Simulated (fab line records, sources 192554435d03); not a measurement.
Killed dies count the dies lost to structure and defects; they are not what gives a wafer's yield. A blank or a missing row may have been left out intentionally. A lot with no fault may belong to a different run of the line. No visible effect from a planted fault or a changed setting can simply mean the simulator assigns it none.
fab line records	flow n5_finfet
record: lots: 7	wafers: 21
route steps=1938 shown WELL_APT@36 FIN_SAQP@147 FIN_CUT@155 DUMMY_GATE@215 SD_EPI_P@295
start_h: the number of hours between the record's first day and the start of the first shown wafer of the lot	wait_h: hours elapsed since this lot's preceding step	" the same as in the row above	L1.1+2: one row covering several wafers at once	- no value present, or no start provided	* or withheld: withheld	< > ~ a bound
route shown NAME@n: a module of which the file shows steps, and the number in the route of the first	usual: mean/standard deviation of fault-free wafers	same: alike in all rows	chamber/n: place in a boat	sites: readings site by site	_std_site: the standard deviation of these	_edge_site: the outer-site mean with the inner-site mean subtracted	radius_mm: for every site, how far away it sits from the centre of the wafer	mask NAME#n: copy n	behind: the most recent tool/chamber to have shaped the wafer	hold: why the lot was held/for how many hours/how that ended	device: transistor that didn't switch, given as n, p or np	end of line: tests run on the same wafers once the route is complete	where a step has no rows: the recipe by itself	killed: dies that structure and defects cost at the first sort, which is not the same as the wafer's yield	map: the dies of a wafer, with x for killed, . for not killed, _ for no die there
set.NAME: the setting the step ran with; set.NAME@STEP: the setting that earlier step ran with	model.NAME: the simulator's own value behind a step, which no gauge read
lots with deliberately changed settings; one table per step, one row per wafer
== steps ==
step: N5_WELL_APT_COAT_19
recipe: spin_rpm: 1357	resist_thk_nm: 950
lot.wafer	tool	chamber	start_h	wait_h	set.spin_rpm	model.coat_of_WELL_APT_COAT_19.thk_nm
L075.1	litho_track-02	0	-	-	1492	909.6
L075.4	"	0	"	"	1492	908.3
L075.5	"	0	"	"	1357	951.8
L079.4	litho_track-03	0	-	-	1357	956.2
L079.5	"	0	"	"	1357	955.6
L079.6	"	0	"	"	1357	959.5
L085.2	litho_track-04	0	-	-	1357	947.2
L085.3	"	0	"	"	1357	949.1
L085.6	"	0	"	"	1357	951.1
L092.2	litho_track-02	0	-	-	1357	956
L092.3	"	0	"	"	1313	971.4
L092.4	"	0	"	"	1357	952.9
L093.4	litho_track-04	0	-	-	1357	949.5
L093.5	"	0	"	"	1357	952.8
L093.6	"	0	"	"	1472	914.6
L095.1	litho_track-03	0	-	-	1357	948.9
L095.4	"	0	"	"	1357	950.7
L095.5	"	0	"	"	1357	949.2
L097.2	litho_track-04	0	-	-	1357	949.5
L097.3	"	0	"	"	1357	950.4
L097.5	"	0	"	"	1357	950.5
step: N5_FIN_SAQP_FIN_ETCH_36
recipe: chemistry: HBr/Cl2/O2	target_depth_a: 1200	mask_material: SiNx	time_s: 50.4	bias_w: 102	pressure_mtorr: 10	icp_w: 800	HBr_flow_sccm: 150	Cl2_flow_sccm: 80	O2_flow_sccm: 12
usual: oes_product_au: 1.002/0.013
lot.wafer	tool	chamber	start_h	wait_h	set.icp_w	oes_product_au	model.FIN_SAQP.feature_depth_nm	model.etch.depth_nm
L075.1	rie_si-04	3	33.46	0.0	800	1.008	119.4	119.4
L075.4	"	2	"	"	684	0.956	111.6	111.5
L075.5	"	0	"	"	684	0.964	113.2	113.1
L079.4	rie_si-02	0	56.40	0.0	800	0.974	119.4	119.5
L079.5	"	3	"	"	800	1.003	119.6	119.5
L079.6	"	2	"	"	907.1	1.034	126.8	126.9
L085.2	rie_si-04	2	94.02	0.0	872.3	1.030	124.6	124.6
L085.3	"	0	"	"	800	1.002	120	119.9
L085.6	"	1	"	"	800	1.005	121.4	121.4
L092.2	rie_si-04	0	136.00	0.0	874.8	1.043	125	125
L092.3	"	2	"	"	800	0.999	119.6	119.5
L092.4	"	3	"	"	874.8	1.027	124.4	124.5
L093.4	rie_si-04	3	141.49	0.0	915.2	1.040	127.2	127.2
L093.5	"	2	"	"	800	1.001	119.4	119.4
L093.6	"	3	"	"	800	1.007	119.6	119.6
L095.1	rie_si-03	2	153.62	0.0	800	0.975	119.2	119.3
L095.4	"	0	"	"	800	0.983	118.2	118.1
L095.5	"	1	"	"	800	0.975	116.8	116.8
L097.2	rie_si-02	3	164.05	0.0	800	1.016	120.4	120.5
L097.3	"	0	"	"	800	0.986	121	121
L097.5	"	1	"	"	800	1.025	120.8	120.7
step: N5_FIN_SAQP_PRECLEAN_38
recipe: chemistry: O3/DIW	time_s: 45	temp_c: 22	o3_ppm: 10
step: N5_FIN_SAQP_PRECLEAN_45
recipe: chemistry: dHF	time_s: 10	dilution: 500:1	temp_c: 25
step: N5_FIN_SAQP_SRD_39
recipe: dry: ipa_marangoni	time_s: 30	temp_c: 23	rinse_liquid: diw
step: N5_FIN_SAQP_OCD_MEAS_76
usual: trench_depth_nm: 120.4/1.5
lot.wafer	tool	chamber	start_h	wait_h	set.icp_w@FIN_SAQP_FIN_ETCH_36	trench_depth_nm
L075.1	ocd-02	-	33.68	0.0	800	119.1
L075.4	"	-	"	"	684	111.5
L075.5	"	-	"	"	684	113.1
L079.4	ocd-02	-	56.63	0.0	800	119.3
L079.5	"	-	"	"	800	119.4
L079.6	"	-	"	"	907.1	126.7
L085.2	ocd-02	-	94.24	0.0	872.3	124.5
L085.3	"	-	"	"	800	119.7
L085.6	"	-	"	"	800	120.9
L092.2	ocd-01	-	136.22	0.0	874.8	125.0
L092.3	"	-	"	"	800	119.9
L092.4	"	-	"	"	874.8	124.4
L093.4	ocd-01	-	141.72	0.0	915.2	126.8
L093.5	"	-	"	"	800	119.7
L093.6	"	-	"	"	800	119.7
L095.1	ocd-01	-	153.85	0.0	800	119.8
L095.4	"	-	"	"	800	118.0
L095.5	"	-	"	"	800	116.7
L097.2	ocd-01	-	164.28	0.0	800	119.8
L097.3	"	-	"	"	800	120.7
L097.5	"	-	"	"	800	120.8
step: N5_FIN_CUT_COAT_19
recipe: resist: SiARC	temp_c: 220	time_s: 60	spin_rpm: 1500	resist_thk_nm: 20
lot.wafer	tool	chamber	start_h	wait_h	set.spin_rpm	model.SiARC_of_FIN_CUT_COAT_19.thk_nm
L075.1	litho_track-02	0	-	-	1622	19.2
L075.4	"	0	"	"	1500	20.2
L075.5	"	0	"	"	1500	20
L079.4	litho_track-05	0	-	-	1432	20.4
L079.5+6	"	0	"	"	1500	20
L085.2	litho_track-02	0	-	-	1500	20
L085.3+6	"	0	"	"	1545	19.6
L092.2+3	litho_track-04	0	-	-	1583	19.4
L092.4	"	0	"	"	1500	20
L093.4	litho_track-02	0	-	-	1340	21.2
L093.5+6	"	0	"	"	1500	20
L095.1+4+5	litho_track-05	0	-	-	1500	20
L097.2	litho_track-02	0	-	-	1395	20.8
L097.3	"	0	"	"	1500	20
L097.5	"	0	"	"	1395	20.6
step: N5_FIN_CUT_COAT_29
recipe: resist: underlayer	temp_c: 205	time_s: 60	spin_rpm: 1500	resist_thk_nm: 10
step: N5_FIN_CUT_COAT_02
recipe: resist: CAR-EUV	spin_rpm: 1500	resist_thk_nm: 30
step: N5_FIN_CUT_DESCUM_13
recipe: chemistry: O2	time_s: 7	source_power_w: 50	bias_power_w: 20	pressure_mtorr: 20	rf_frequency_hz: 2.712e+07	temp_c: 40	resist: CAR-EUV	o2_flow_sccm: 225
step: N5_FIN_CUT_ETCH_30
recipe: chemistry: N2/H2	target: underlayer	target_depth_a: 130	mask_material: CAR-EUV	time_s: 10.4	ion_energy_ev: 200	pressure_mtorr: 30	source_w: 840	bias_w: 150	n2_flow_sccm: 200	h2_flow_sccm: 200	ends: cleared
step: N5_FIN_CUT_ETCH_20
recipe: chemistry: CF4	target: SiARC	target_depth_a: 260	mask_material: CAR-EUV	time_s: 43.3	ion_energy_ev: 80	pressure_mtorr: 40	source_w: 545	bias_w: 36	Ar_flow_sccm: 100	cf4_flow_sccm: 100	ends: cleared
lot.wafer	tool	chamber	start_h	wait_h	set.spin_rpm@FIN_CUT_COAT_19	model.etch.depth_nm
L075.1	rie_diel-02	1	34.31	0.0	1622	19.25
L075.4	"	3	"	"	1500	20.1
L075.5	"	1	"	"	1500	20
L079.4	rie_diel-03	3	57.14	0.0	1432	20.44
L079.5	"	3	"	"	1500	20.01
L079.6	"	0	"	"	1500	20.03
L085.2	rie_diel-03	1	95.77	0.0	1500	19.98
L085.3	"	0	"	"	1545	19.63
L085.6	"	0	"	"	1545	19.68
L092.2	rie_diel-06	3	136.73	0.0	1583	19.45
L092.3	"	0	"	"	1583	19.43
L092.4	"	1	"	"	1500	20.05
L093.4	rie_diel-03	0	142.56	0.0	1340	21.22
L093.5	"	1	"	"	1500	20.03
L093.6	"	0	"	"	1500	20.02
L095.1	rie_diel-06	1	154.36	0.0	1500	20.02
L095.4	"	2	"	"	1500	20.06
L095.5	"	1	"	"	1500	19.99
L097.2	rie_diel-03	2	164.92	0.0	1395	20.71
L097.3	"	1	"	"	1500	20.03
L097.5	"	2	"	"	1395	20.67
step: N5_DUMMY_GATE_CVD_03
recipe: material: a-Si	target_thk_a: 1500	temp_c: 530	precursor: SiH4	time_s: 8042
lot.wafer	tool	chamber	start_h	wait_h	set.temp_c	model.a-Si_of_DUMMY_GATE_CVD_03.thk_nm
L075.1	-	-	-	0.1	541.7	208.2
L075.4	"	-	"	"	541.7	208.6
L075.5	"	-	"	"	541.7	208.4
L079.4	-	-	-	0.1	522.6	120.6
L079.5	"	-	"	"	522.6	120
L079.6	"	-	"	"	522.6	120.2
L085.2	-	-	-	0.1	530	149.8
L085.3	"	-	"	"	530	151.4
L085.6	"	-	"	"	530	151
L092.2	-	-	-	0.1	530	150.8
L092.3	"	-	"	"	530	149.8
L092.4	"	-	"	"	530	150.6
L093.4	-	-	-	0.1	552.5	277.2
L093.5	"	-	"	"	552.5	278.8
L093.6	"	-	"	"	552.5	279.2
L095.1	lpcvd-02	0/40	164.34	0.1	530	150.6
L095.4	"	0/54	"	"	530	151.6
L095.5	"	0/59	"	"	530	150.8
L097.2	-	-	-	0.1	506.9	75.8
L097.3	"	-	"	"	506.9	75.4
L097.5	"	-	"	"	506.9	74.4
step: N5_DUMMY_GATE_COAT_34
recipe: resist: SOC	temp_c: 250	time_s: 60	spin_rpm: 1500	resist_thk_nm: 60
lot.wafer	tool	chamber	start_h	wait_h	set.spin_rpm	model.SOC_of_DUMMY_GATE_COAT_34.thk_nm
L075.1	litho_track-05	0	54.83	0.0	1500	60
L075.4	"	0	"	"	1334	63.6
L075.5	"	0	"	"	1500	59.8
L079.4+5	litho_track-05	0	76.80	0.0	1500	60
L079.6	"	0	"	"	1500	59.8
L085.2+3	litho_track-05	0	113.60	0.1	1500	60.2
L085.6	"	0	"	"	1600	58.2
L092.2	litho_track-01	0	154.55	0.0	1500	59.8
L092.3+4	"	0	"	"	1574	58.6
L093.4+5	litho_track-03	0	160.45	0.0	1563	58.8
L093.6	"	0	"	"	1500	60
L095.1+4	litho_track-03	0	172.36	0.0	1500	59.8
L095.5	"	0	"	"	1500	60
L097.2	litho_track-01	0	182.96	0.0	1500	60.2
L097.3+5	"	0	"	"	1390	62.4
step: N5_DUMMY_GATE_EXPOSE_12
recipe: mask_id: GATE	na: 0.33	source_shape: annular	sigma_inner: 0.2	sigma_outer: 0.6	polarization: unpolarized	target_cd_nm: 25	dose_mj: 34
lot.wafer	tool	chamber	start_h	wait_h	mask	set.dose_mj
L075.1+4	euv_scanner-02	0	54.96	-	GATE#0	34
L075.5	"	0	"	"	GATE#0	34.97
L079.4+5+6	euv_scanner-01	0	77.08	-	GATE#0	34
L085.2	euv_scanner-01	0	113.74	-	GATE#0	34
L085.3+6	"	0	"	"	GATE#0	35.33
L092.2+4	euv_scanner-01	0	154.82	-	GATE#0	34
L092.3	"	0	"	"	GATE#0	35.66
L093.4+5	euv_scanner-02	0	160.73	-	GATE#0	33.23
L093.6	"	0	"	"	GATE#0	34
L095.1+4+5	euv_scanner-01	0	172.62	-	GATE#0	34
L097.2+3+5	euv_scanner-02	0	183.23	-	GATE#0	34
step: N5_DUMMY_GATE_PEB_13
recipe: peb_temp_c: 100	peb_time_s: 60	resist: CAR-EUV
step: N5_DUMMY_GATE_DEVELOP_14
recipe: develop_time_s: 30	developer: TMAH	resist: CAR-EUV	rinse_liquid: surfactant_rinse	dry: air_spin	dev_temp_c: 23
step: N5_DUMMY_GATE_ETCH_29
recipe: chemistry: N2/H2	target: underlayer	target_depth_a: 130	ion_energy_ev: 200	pressure_mtorr: 30	source_w: 840	bias_w: 150	n2_flow_sccm: 200	h2_flow_sccm: 200
step: N5_DUMMY_GATE_ETCH_36
recipe: chemistry: CF4	target: SiARC	target_depth_a: 130	pressure_mtorr: 40	source_w: 545	bias_w: 36	Ar_flow_sccm: 100	cf4_flow_sccm: 100	ion_energy_ev: 80
step: N5_DUMMY_GATE_ETCH_37
recipe: chemistry: N2/H2	target: SOC	target_depth_a: 600	overetch_a: 300	temp_c: 40	ion_energy_ev: 200	pressure_mtorr: 30	source_w: 840	bias_w: 150	n2_flow_sccm: 200	h2_flow_sccm: 200
lot.wafer	tool	chamber	start_h	wait_h	set.spin_rpm@DUMMY_GATE_COAT_34	model.etch.depth_nm
L075.1	rie_diel-03	1	55.37	0.0	1500	59.93
L075.4	"	0	"	"	1334	63.59
L075.5	"	3	"	"	1500	59.89
L079.4	rie_diel-02	2	77.78	0.0	1500	60.04
L079.5	"	0	"	"	1500	59.97
L079.6	"	3	"	"	1500	59.86
L085.2	rie_diel-06	0	114.15	0.0	1500	60.13
L085.3	"	2	"	"	1500	60.12
L085.6	"	2	"	"	1600	58.21
L092.2	rie_diel-06	3	155.25	0.0	1500	59.85
L092.3	"	2	"	"	1574	58.52
L092.4	"	1	"	"	1574	58.57
L093.4+5	rie_diel-06	0,3	161.39	0.0	1563	58.85
L093.6	"	2	"	"	1500	60.05
L095.1	rie_diel-03	3	173.02	0.0	1500	59.75
L095.4	"	2	"	"	1500	59.84
L095.5	"	3	"	"	1500	59.95
L097.2	rie_diel-02	1	184.43	0.0	1500	60.19
L097.3	"	3	"	"	1390	62.47
L097.5	"	2	"	"	1390	62.39
step: N5_DUMMY_GATE_STRIP_38
recipe: chemistry: N2/H2	temp_c: 40	n2_flow_sccm: 200	h2_flow_sccm: 200	rf_frequency_hz: 6e+07
step: N5_DUMMY_GATE_STRIP_39
recipe: chemistry: N2/H2	temp_c: 40	n2_flow_sccm: 200	h2_flow_sccm: 200	rf_frequency_hz: 6e+07
step: N5_DUMMY_GATE_TRIM_49
recipe: chemistry: O2	resist: SOC	time_s: 29	target_cd_nm: 14	source_power_w: 300	bias_power_w: 0	O2_flow_sccm: 100	temp_c: 20
lot.wafer	tool	chamber	start_h	wait_h	set.dose_mj@DUMMY_GATE_EXPOSE_12	model.DUMMY_GATE.cd_nm
L075.1	rie_si-05	1	55.45	0.0	34	14.2
L075.4	"	2	"	"	34	14
L075.5	"	1	"	"	34.97	13.4
L079.4	rie_si-06	1	77.86	0.0	34	13.8
L079.5	"	2	"	"	34	13.6
L079.6	"	1	"	"	34	13.4
L085.2	rie_si-05	1	114.23	0.0	34	14.4
L085.3	"	2	"	"	35.33	13.2
L085.6	"	0	"	"	35.33	13.4
L092.2+4	rie_si-01	3,2	155.33	0.0	34	13.8
L092.3	"	2	"	"	35.66	12.8
L093.4	rie_si-05	3	161.47	0.0	33.23	14.6
L093.5	"	0	"	"	33.23	14.2
L093.6	"	1	"	"	34	14.2
L095.1	rie_si-05	3	173.10	0.0	34	14
L095.4	"	1	"	"	34	14.4
L095.5	"	3	"	"	34	13.8
L097.2	rie_si-06	0	184.51	0.0	34	14
L097.3+5	"	3,1	"	"	34	13.8
step: N5_DUMMY_GATE_STRIP_40
recipe: chemistry: CF4	resist: SiARC	power_w: 300	bias_power_w: 75	pressure_mtorr: 50	cf4_flow_sccm: 150	rf_frequency_hz: 6e+07
step: N5_DUMMY_GATE_ETCH_31
recipe: chemistry: C4F6/O2	target: SiO2	mask_material: SOC	target_depth_a: 825	time_s: 27.5	ion_energy_ev: 250	pressure_mtorr: 30	source_w: 345	bias_w: 185	Ar_flow_sccm: 300	C4F6_flow_sccm: 10	O2_flow_sccm: 10
lot.wafer	tool	chamber	start_h	wait_h	set.spin_rpm@DUMMY_GATE_COAT_34	model.SOC_of_DUMMY_GATE_COAT_34.thk_nm
L075.1	rie_diel-02	1	55.65	0.0	1500	51.6
L075.4	"	2	"	"	1334	55.4
L075.5	"	0	"	"	1500	51.4
L079.4	rie_diel-06	0	78.08	0.0	1500	51.8
L079.5	"	3	"	"	1500	51.6
L079.6	"	2	"	"	1500	51.4
L085.2+3	rie_diel-03	3,2	114.43	0.0	1500	52.2
L085.6	"	3	"	"	1600	50.2
L092.2	rie_diel-03	2	155.52	0.0	1500	51.6
L092.3+4	"	3,1	"	"	1574	50.4
L093.4	rie_diel-03	0	161.68	0.0	1563	50.6
L093.5	"	1	"	"	1563	50.8
L093.6	"	2	"	"	1500	52
L095.1	rie_diel-02	3	173.38	0.0	1500	51.2
L095.4+5	"	1	"	"	1500	51.6
L097.2	rie_diel-02	1	184.99	0.2	1500	52
L097.3	"	0	"	"	1390	54.2
L097.5	"	2	"	"	1390	54.4
step: N5_DUMMY_GATE_STRIP_41
recipe: chemistry: O2	power_w: 400	temp_c: 40	pressure_mtorr: 30	rf_frequency_hz: 6e+07	bias_power_w: 0	overash_fraction: 0.3	o2_flow_sccm: 225
step: N5_DUMMY_GATE_HM_OPEN_21
recipe: chemistry: CH3F/O2	target: SiNx	target_depth_a: 1200	Ar_flow_sccm: 150	CH3F_flow_sccm: 30	O2_flow_sccm: 23	time_s: 171.4	pressure_mtorr: 30	source_w: 395	bias_w: 73	ion_energy_ev: 120.7
step: N5_DUMMY_GATE_ETCH_44
recipe: chemistry: HBr/O2	over_etch_frac: 0.7	target_depth_a: 1275	stop_on: SiO2	ion_energy_ev: 60	bias_w: 20	target: poly-Si	mask_material: SiO2	pressure_mtorr: 20	icp_w: 400	HBr_flow_sccm: 120	O2_flow_sccm: 10
step: N5_DUMMY_GATE_ETCH_42
recipe: chemistry: CHF3/O2	target: SiO2	target_depth_a: 35	time_s: 31	ion_energy_ev: 30	bias_w: 12	pressure_mtorr: 30	source_w: 600	Ar_flow_sccm: 200	CHF3_flow_sccm: 50	O2_flow_sccm: 5
lot.wafer	tool	chamber	start_h	wait_h	set.dose_mj@DUMMY_GATE_EXPOSE_12	model.DUMMY_GATE.cd_nm
L075.1	rie_diel-02	0	56.14	0.0	34	15.2
L075.4	"	1	"	"	34	14.8
L075.5	"	3	"	"	34.97	14.4
L079.4	rie_diel-03	2	78.59	0.0	34	14.8
L079.5	"	0	"	"	34	14.6
L079.6	"	1	"	"	34	14.2
L085.2	rie_diel-02	0	114.93	0.1	34	15.6
L085.3	"	2	"	"	35.33	14.2
L085.6	"	3	"	"	35.33	14.6
L092.2+4	rie_diel-06	2,0	156.02	0.0	34	14.8
L092.3	"	3	"	"	35.66	13.8
L093.4	rie_diel-06	3	162.25	0.1	33.23	15.6
L093.5	"	2	"	"	33.23	15.4
L093.6	"	1	"	"	34	15.2
L095.1+5	rie_diel-06	0,2	173.88	0.0	34	14.6
L095.4	"	1	"	"	34	15
L097.2+5	rie_diel-03	2,0	185.63	0.2	34	15
L097.3	"	0	"	"	34	14.8
step: N5_SD_EPI_P_COAT_34
recipe: resist: SOC	temp_c: 250	time_s: 60	spin_rpm: 1500	resist_thk_nm: 350
lot.wafer	tool	chamber	start_h	wait_h	set.spin_rpm	model.SOC_of_SD_EPI_P_COAT_34.thk_nm
L075.1	litho_track-05	0	63.78	0.0	1500	351
L075.4	"	0	"	"	1500	351.4
L075.5	"	0	"	"	1500	351.2
L079.4	litho_track-02	0	86.12	0.0	1341	369.2
L079.5	"	0	"	"	1500	350.6
L079.6	"	0	"	"	1500	350.8
L085.2	litho_track-01	0	121.49	0.0	1500	351.2
L085.3	"	0	"	"	1655	334
L085.6	"	0	"	"	1655	334.2
L092.2	litho_track-02	0	161.59	0.0	1500	349.6
L092.3+4	"	0	"	"	1500	350.6
L093.4	litho_track-02	0	168.18	0.0	1500	350
L093.5	"	0	"	"	1366	367.4
L093.6	"	0	"	"	1500	349.8
L095.1	litho_track-01	0	180.44	0.0	1500	351
L095.4	"	0	"	"	1500	351.6
L095.5	"	0	"	"	1500	352
L097.2	litho_track-02	0	195.65	0.0	1500	349
L097.3	"	0	"	"	1500	350
L097.5	"	0	"	"	1500	349.6
== key ==
split: step: N5_WELL_APT_COAT_19	setting: spin_rpm	stated: 1357	by: wafer
response: step: N5_WELL_APT_COAT_19	reading: model.coat_of_WELL_APT_COAT_19.thk_nm	change: -4.37	per: 1%	r: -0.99
split: step: N5_FIN_SAQP_FIN_ETCH_36	setting: icp_w	stated: 800	by: wafer
response: step: N5_FIN_SAQP_FIN_ETCH_36	reading: oes_product_au	change: +0.00314	per: 1%	r: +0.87
response: step: N5_FIN_SAQP_FIN_ETCH_36	reading: model.FIN_SAQP.feature_depth_nm	change: +0.513	per: 1%	r: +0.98
response: step: N5_FIN_SAQP_FIN_ETCH_36	reading: model.etch.depth_nm	change: +0.516	per: 1%	r: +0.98
response: step: N5_FIN_SAQP_OCD_MEAS_76	reading: trench_depth_nm	change: +0.5	per: 1%	r: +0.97
split: step: N5_FIN_CUT_COAT_19	setting: spin_rpm	stated: 1500	by: wafer
response: step: N5_FIN_CUT_COAT_19	reading: model.SiARC_of_FIN_CUT_COAT_19.thk_nm	change: -0.108	per: 1%	r: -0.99
response: step: N5_FIN_CUT_ETCH_20	reading: model.etch.depth_nm	change: -0.104	per: 1%	r: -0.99
split: step: N5_DUMMY_GATE_CVD_03	setting: temp_c	stated: 530	by: lot
response: step: N5_DUMMY_GATE_CVD_03	reading: model.a-Si_of_DUMMY_GATE_CVD_03.thk_nm	change: +23.6	per: 1%	r: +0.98
split: step: N5_DUMMY_GATE_COAT_34	setting: spin_rpm	stated: 1500	by: wafer
response: step: N5_DUMMY_GATE_COAT_34	reading: model.SOC_of_DUMMY_GATE_COAT_34.thk_nm	change: -0.31	per: 1%	r: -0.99
response: step: N5_DUMMY_GATE_ETCH_37	reading: model.etch.depth_nm	change: -0.31	per: 1%	r: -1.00
response: step: N5_DUMMY_GATE_ETCH_31	reading: model.SOC_of_DUMMY_GATE_COAT_34.thk_nm	change: -0.323	per: 1%	r: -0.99
split: step: N5_DUMMY_GATE_EXPOSE_12	setting: dose_mj	stated: 34	by: wafer
response: step: N5_DUMMY_GATE_TRIM_49	reading: model.DUMMY_GATE.cd_nm	change: -0.222	per: 1%	r: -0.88
response: step: N5_DUMMY_GATE_ETCH_42	reading: model.DUMMY_GATE.cd_nm	change: -0.228	per: 1%	r: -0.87
split: step: N5_SD_EPI_P_COAT_34	setting: spin_rpm	stated: 1500	by: wafer
response: step: N5_SD_EPI_P_COAT_34	reading: model.SOC_of_SD_EPI_P_COAT_34.thk_nm	change: -1.77	per: 1%	r: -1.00
